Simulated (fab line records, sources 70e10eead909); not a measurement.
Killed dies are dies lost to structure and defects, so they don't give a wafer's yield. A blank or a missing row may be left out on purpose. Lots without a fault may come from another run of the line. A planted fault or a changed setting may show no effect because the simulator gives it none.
fab line records | flow nand_harc
record lots=11 wafers=33 last_day=25
route steps=1159 shown P_ZERO_WELL@31 P_GATE@124
lots that met no fault: from a run of the same line without faults
start_h: hours from the record's first day to the start of the lot's first wafer shown | wait_h: hours since the lot's step before | " the same as in the row above | L1.1+2: a row that stands for several wafers | - no value, or no start given | * or withheld: withheld | < > ~ a bound
route shown NAME@n: a module of which the file shows steps, and the number in the route of the first | usual: mean/standard deviation of fault-free wafers | same: alike in all rows | chamber/n: place in a boat | sites: the reading at each site | _std_site: their standard deviation | _edge_site: outer sites' mean less inner sites' | radius_mm: how far each site lies from the wafer's centre | mask NAME#n: copy n | behind: the tool/chamber that last shaped the wafer | hold: why the lot was held/for how many hours/how that ended | device: the transistor (n, p or np) that didn't switch | end of line: the same wafers' tests at the end of the route | a step without rows: its recipe alone | killed: dies lost to structure and defects at the first sort, not the wafer's yield | map: a wafer's dies, x killed, . not, _ none there
set.NAME: the setting as run; set.NAME@STEP: as run at that earlier step | model.NAME: the simulator's own value behind a step, which no gauge read
steps of the route over a sample of lots; a table a step, a row a wafer
services: from which hour (start_h, from the record's first day; less than 0 if before it) a tool's chamber was out of use, for how many hours, and why
## steps
# step NHARC_P_ZERO_WELL_DESCUM_26
# recipe time_s=3 o2_flow_sccm=200 ar_flow_sccm=0 bias_power_w=0 chemistry=O2
# usual drypump_motor_current_A=5.6/0.5 oes_product_au=1.001/0.011 rf_vpp_V=57.9/0.97 showerhead_plenum_p_Torr=1.91/0.1 throttle_valve_pct=11.311/0.0087
# columns lot.wafer tool chamber start_h wait_h drypump_motor_current_A oes_product_au rf_hours_counter_h rf_vpp_V showerhead_plenum_p_Torr throttle_valve_pct
L793.1 rie_diel-01 0 26.72 - 6.0 0.995 4 57.8 1.79 11.309
L793.4 " 1 " " 5.7 1.015 4 57.8 1.81 11.307
L793.6 " 1 " " 5.7 1.015 - 57.7 1.81 11.323
L796.2 rie_diel-07 0 44.76 - 5.6 1.005 7 57.3 2.05 11.314
L796.1 " 2 " " 5.1 0.997 9 60.6 2.04 11.312
L796.6 " 0 " " 5.6 1.003 - 59.8 2.05 11.305
L797.1 rie_diel-09 0 50.75 - 5.1 0.998 11 56.7 1.80 11.324
L797.4 " 1 " " 5.1 1.001 11 57.8 1.93 11.302
L797.3 " 2 " " 5.3 1.005 10 57.5 1.80 11.298
L799.3 rie_diel-07 1 62.74 - 5.6 0.996 0 57.5 1.88 11.299
L799.1 " 2 " " 5.1 1.009 0 57.5 2.04 11.300
L799.5 " 2 " " 5.1 1.005 - 57.4 2.04 11.298
L800.4 rie_diel-07 1 68.62 - 5.6 0.992 1 56.8 1.88 11.300
L800.1 " 2 " " 5.2 1.001 0 60.2 2.04 11.316
L800.3 " 0 " " 5.6 0.988 1 58.0 2.05 11.315
L803.4 rie_diel-09 0 86.76 - 5.1 1.005 0 57.9 1.80 11.314
L803.3 " 2 " " 5.3 1.003 0 56.4 1.80 11.321
L803.6 " 0 " " 5.1 1.008 - 56.6 1.80 11.318
L804.4 rie_diel-07 2 92.77 - 5.1 1.003 1 57.6 2.04 11.299
L804.6 " 1 " " 5.6 1.003 - 55.8 1.88 11.308
L804.5 " 2 " " 5.1 1.002 - 59.3 2.04 11.306
L806.3 rie_diel-07 3 104.77 - 6.6 1.010 2 56.5 1.79 11.307
L806.5 " 1 " " 5.7 1.000 - 58.5 1.88 11.314
L806.6 " 2 " " 5.1 0.989 - 58.3 2.04 11.298
L812.2 rie_diel-09 2 140.87 - 5.3 0.995 5 57.5 1.80 11.302
L812.4 " 0 " " 5.1 1.010 5 59.0 1.80 11.304
L812.1 " 1 " " 5.1 0.994 5 57.3 1.93 11.321
L813.4 rie_diel-09 0 146.83 - 5.1 0.997 5 56.2 1.80 11.304
L813.5 " 2 " " 5.3 1.003 - 57.0 1.80 11.307
L813.6 " 3 " " 5.3 0.983 - 59.5 2.05 11.313
L814.2 rie_diel-01 0 152.65 - 5.9 0.986 1 59.1 1.78 11.300
L814.1 " 1 " " 5.7 1.002 0 58.6 1.81 11.320
L814.5 " 2 " " 6.5 0.995 - 57.6 1.85 11.313
# step NHARC_P_ZERO_WELL_EXPOSE_34
# recipe na=0.6 target_cd_nm=720 dose_mj=22.31 mask_id=P_PWELL
# usual stage_vel_mm_s=499.98/0.23
# same na=0.6
# columns lot.wafer tool chamber start_h wait_h mask stage_vel_mm_s
L793.1 krf_scanner-02 0 27.92 - P_PWELL#0 500.28
L793.4 " 0 " " P_PWELL#0 500.14
L793.6 " 0 " " P_PWELL#0 500.02
L796.1 krf_scanner-02 0 46.08 - P_PWELL#0 500.20
L796.2 " 0 " " P_PWELL#0 499.81
L796.6 " 0 " " P_PWELL#0 499.93
L797.1 krf_scanner-02 0 51.94 - P_PWELL#0 499.75
L797.3 " 0 " " P_PWELL#0 499.97
L797.4 " 0 " " P_PWELL#0 499.77
L799.1 krf_scanner-01 0 63.95 - P_PWELL#0 499.59
L799.3 " 0 " " P_PWELL#0 500.18
L799.5 " 0 " " P_PWELL#0 499.83
L800.1 krf_scanner-01 0 69.81 - P_PWELL#0 500.16
L800.3 " 0 " " P_PWELL#0 500.04
L800.4 " 0 " " P_PWELL#0 499.93
L803.3 krf_scanner-02 0 87.97 - P_PWELL#0 500.05
L803.4 " 0 " " P_PWELL#0 499.90
L803.6 " 0 " " P_PWELL#0 499.85
L804.4 krf_scanner-02 0 93.99 - P_PWELL#0 499.86
L804.5 " 0 " " P_PWELL#0 500.02
L804.6 " 0 " " P_PWELL#0 500.12
L806.3 krf_scanner-02 0 105.96 - P_PWELL_R1#0 500.06
L806.5 " 0 " " P_PWELL_R1#0 500.19
L806.6 " 0 " " P_PWELL_R1#0 499.83
L812.1 krf_scanner-02 0 144.65 - P_PWELL#0 500.25
L812.2 " 0 " " P_PWELL#0 500.81
L812.4 " 0 " " P_PWELL#0 499.97
L813.4 krf_scanner-02 0 148.24 - P_PWELL#0 499.69
L813.5 " 0 " " P_PWELL#0 500.00
L813.6 " 0 " " P_PWELL#0 499.60
L814.1 krf_scanner-01 0 153.96 - P_PWELL#0 500.25
L814.2 " 0 " " P_PWELL#0 499.68
L814.5 " 0 " " P_PWELL#0 499.84
# step NHARC_P_ZERO_WELL_CD_MEAS_37
# recipe target_cd_nm=720 landing_energy_ev=500
# usual cd_nm=719.7/1.8
# columns lot.wafer tool chamber start_h wait_h cd_nm
L793.1 cd_sem-02 0 28.07 - 721.3
L793.4 " 0 " " 721.2
L793.6 " 0 " " 720.7
L796.1 cd_sem-03 0 46.24 - 720.7
L796.2 " 0 " " 718.8
L796.6 " 0 " " 721.5
L797.1 cd_sem-03 0 52.10 - 720.3
L797.3 " 0 " " 719.8
L797.4 " 0 " " 720.9
L799.1 cd_sem-02 0 64.11 - 719.6
L799.3 " 0 " " 716.4
L799.5 " 0 " " 717.6
L800.1 cd_sem-02 0 69.96 - 720.6
L800.3 " 0 " " 720.8
L800.4 " 0 " " 722.1
L803.3 cd_sem-01 0 88.12 - 718.5
L803.4 " 0 " " 723.0
L803.6 " 0 " " 722.3
L804.4 cd_sem-02 0 94.14 - 719.6
L804.5 " 0 " " 716.4
L804.6 " 0 " " 721.2
L806.3 cd_sem-01 0 106.11 - 734.9
L806.5 " 0 " " 735.2
L806.6 " 0 " " 732.6
L812.1 cd_sem-01 0 144.81 - 722.1
L812.2 " 0 " " 720.5
L812.4 " 0 " " 720.0
L813.4 cd_sem-02 0 148.38 - 721.1
L813.5 " 0 " " 719.8
L813.6 " 0 " " 718.1
L814.1 cd_sem-01 0 154.12 - 721.1
L814.2 " 0 " " 718.2
L814.5 " 0 " " 721.2
# step NHARC_P_ZERO_WELL_RTA_42
# recipe temp_c=1100 time_s=300
# usual lamp_power_pct=35.99/0.22 wafer_temp_C_max=1105.9/1.4
# columns lot.wafer tool chamber start_h wait_h lamp_power_pct wafer_temp_C_max
L793.1 rtp_anneal-02 0 30.86 - 35.72 1105.6
L793.4 " 0 " " 35.69 1105.6
L793.6 " 0 " " 35.76 1105.9
L796.1 rtp_anneal-01 0 49.15 - 36.11 1104.4
L796.2 " 0 " " 36.15 1105.7
L796.6 " 0 " " 36.18 1104.6
L797.1 rtp_anneal-01 0 54.87 - 36.10 1106.0
L797.3 " 0 " " 36.16 1105.0
L797.4 " 0 " " 36.13 1105.9
L799.1 rtp_anneal-02 0 66.89 - 35.78 1107.5
L799.3 " 0 " " 35.81 1105.9
L799.5 " 0 " " 35.81 1105.7
L800.1 rtp_anneal-02 0 72.75 - 35.71 1105.4
L800.3 " 0 " " 35.78 1107.3
L800.4 " 0 " " 35.85 1107.1
L803.3 rtp_anneal-01 0 91.10 - 36.17 1104.7
L803.4 " 0 " " 36.19 1106.0
L803.6 " 0 " " 36.23 1105.8
L804.4 rtp_anneal-01 0 97.32 - 36.25 1104.8
L804.5 " 0 " " 36.27 1103.9
L804.6 " 0 " " 36.20 1103.5
L806.3 rtp_anneal-02 0 109.20 - 35.73 1108.0
L806.5 " 0 " " 35.76 1109.5
L806.6 " 0 " " 35.80 1109.9
L812.1 rtp_anneal-02 0 147.64 - 35.70 1108.2
L812.2 " 0 " " 35.79 1105.6
L812.4 " 0 " " 35.71 1107.7
L813.4 rtp_anneal-02 0 151.48 - 35.79 1108.1
L813.5 " 0 " " 35.84 1108.6
L813.6 " 0 " " 35.74 1109.8
L814.1 rtp_anneal-01 0 157.01 - 36.26 1105.4
L814.2 " 0 " " 36.16 1107.1
L814.5 " 0 " " 36.27 1104.5
# step NHARC_P_GATE_DESCUM_13
# recipe time_s=3 o2_flow_sccm=200 ar_flow_sccm=0 bias_power_w=0 chemistry=O2
# usual drypump_motor_current_A=5.7/0.36 oes_product_au=0.996/0.0091 rf_vpp_V=57.8/0.89 showerhead_plenum_p_Torr=1.89/0.1 throttle_valve_pct=11.313/0.01
# columns lot.wafer tool chamber start_h wait_h drypump_motor_current_A oes_product_au rf_hours_counter_h rf_vpp_V showerhead_plenum_p_Torr throttle_valve_pct
L793.1 rie_diel-13 2 88.36 - 5.3 0.976 57 58.0 2.00 11.316
L793.4 " 3 " " 6.1 0.983 61 57.3 1.79 11.337
L793.6 " 3 " " 6.1 0.991 - 58.1 1.79 11.303
L796.1 rie_diel-05 2 101.17 - 5.7 0.990 38 58.4 1.98 11.312
L796.2 " 1 " " 5.6 0.993 40 58.3 1.85 11.306
L796.6 " 3 " " 5.3 0.990 - 58.2 1.98 11.321
L797.3 rie_diel-03 1 116.76 - 6.4 0.989 8 57.8 1.80 11.320
L797.1 " 2 " " 5.7 0.998 12 58.6 2.05 11.308
L797.4 " 3 " " 5.2 1.007 14 57.0 1.78 11.323
L799.3 rie_diel-13 0 116.91 - 5.6 0.988 3 58.0 1.93 11.309
L799.1 " 2 " " 5.3 1.010 4 56.9 2.00 11.300
L799.5 " 0 " " 5.6 1.003 - 58.2 1.93 11.305
L800.3 rie_diel-13 3 128.51 - 6.1 0.978 7 56.9 1.79 11.322
L800.4 " 0 " " 5.6 0.991 6 58.5 1.93 11.297
L800.1 " 1 " " 5.8 0.992 5 56.7 1.80 11.323
L803.3 rie_diel-03 3 149.95 - 5.3 1.005 19 57.3 1.78 11.303
L803.4 " 0 " " 5.5 0.996 19 59.4 1.93 11.313
L803.6 " 1 " " 6.4 1.000 - 57.8 1.80 11.304
L806.3 rie_diel-03 2 154.28 - 5.7 0.993 19 59.6 2.04 11.326
L806.5 " 1 " " 6.4 0.990 - 58.4 1.80 11.312
L806.6 " 2 " " 5.7 1.001 - 58.0 2.04 11.304
L804.4 rie_diel-03 2 154.34 - 5.7 1.010 19 58.1 2.04 11.317
L804.5 " 2 " " 5.7 1.011 - 57.9 2.04 11.302
L804.6 " 3 " " 5.3 1.008 - 57.3 1.78 11.308
L812.4 rie_diel-13 0 201.43 - 5.6 0.993 32 58.5 1.92 11.306
L812.2 " 2 " " 5.3 1.003 36 59.3 1.99 11.309
L812.1 " 3 " " 6.1 0.986 36 58.7 1.78 11.319
L813.4 rie_diel-13 3 201.62 - 6.1 0.989 36 56.4 1.78 11.301
L813.5 " 1 " " 5.8 0.993 - 57.5 1.79 11.321
L813.6 " 2 " " 5.3 1.003 - 58.5 1.99 11.312
L814.1 rie_diel-13 3 213.48 - 6.1 0.988 39 57.2 1.78 11.296
L814.2 " 0 " " 5.6 0.996 36 58.1 1.92 11.314
L814.5 " 2 " " 5.3 0.999 - 58.8 1.99 11.304
## services
# columns tool chamber start_h hours kind
rie_diel-07 1 7.81 5.2 repair
rie_diel-13 1 9.61 8.9 repair
rie_diel-07 0 11.15 2.3 repair
krf_scanner-02 - 38.04 4.0 pm
rie_diel-03 - 38.30 9.0 pm
krf_scanner-02 - 46.97 0.7 repair
rie_diel-07 - 51.20 9.0 pm
krf_scanner-01 - 53.06 2.4 repair
rie_diel-03 1 60.08 30.4 repair
rie_diel-03 2 66.80 5.8 repair
rie_diel-09 - 77.11 9.0 pm
krf_scanner-01 - 84.00 4.0 pm
rie_diel-13 - 99.17 9.0 pm
rie_diel-13 1 113.80 4.9 repair
rie_diel-03 2 130.39 2.0 repair
rie_diel-01 - 137.87 9.0 pm
rie_diel-07 1 148.24 6.4 repair
rie_diel-07 - 165.40 0.6 repair
krf_scanner-02 - 169.19 0.2 repair
rie_diel-09 3 190.42 2.4 repair
rie_diel-07 1 191.99 3.7 repair
rie_diel-13 3 205.91 4.2 repair
rie_diel-13 1 206.20 2.9 repair
krf_scanner-02 - 210.04 4.0 pm
## key
first_sign step=NHARC_P_ZERO_WELL_EXPOSE_34 reading=mask direction=changed
effect step=NHARC_P_ZERO_WELL_CD_MEAS_37 reading=cd_nm direction=up sigmas=7.9 usual=719.7 struck=734.2
met_at NHARC_P_ZERO_WELL_EXPOSE_34
struck_lots L806
tester_left_out L806
not_acting_at NHARC_P_ZERO_WELL_DESCUM_26,NHARC_P_ZERO_WELL_RTA_42,NHARC_P_GATE_DESCUM_13
onset_between 93.99 105.96
fault kind=wrong_mask tool=any chamber=- onset_h=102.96 steps=NHARC_P_ZERO_WELL_EXPOSE_34 aux_copy=P_PWELL_R1#0 cd_offset_nm=14.855 scope=struck_lots_only
# tester_left_out: of these lots the tester's yield and bins aren't shown, on N5 and GAA mostly nor the transistor test; their killed dies are dies lost to structure and defects alone, not to doping, threshold or leakage, so they don't give the yield
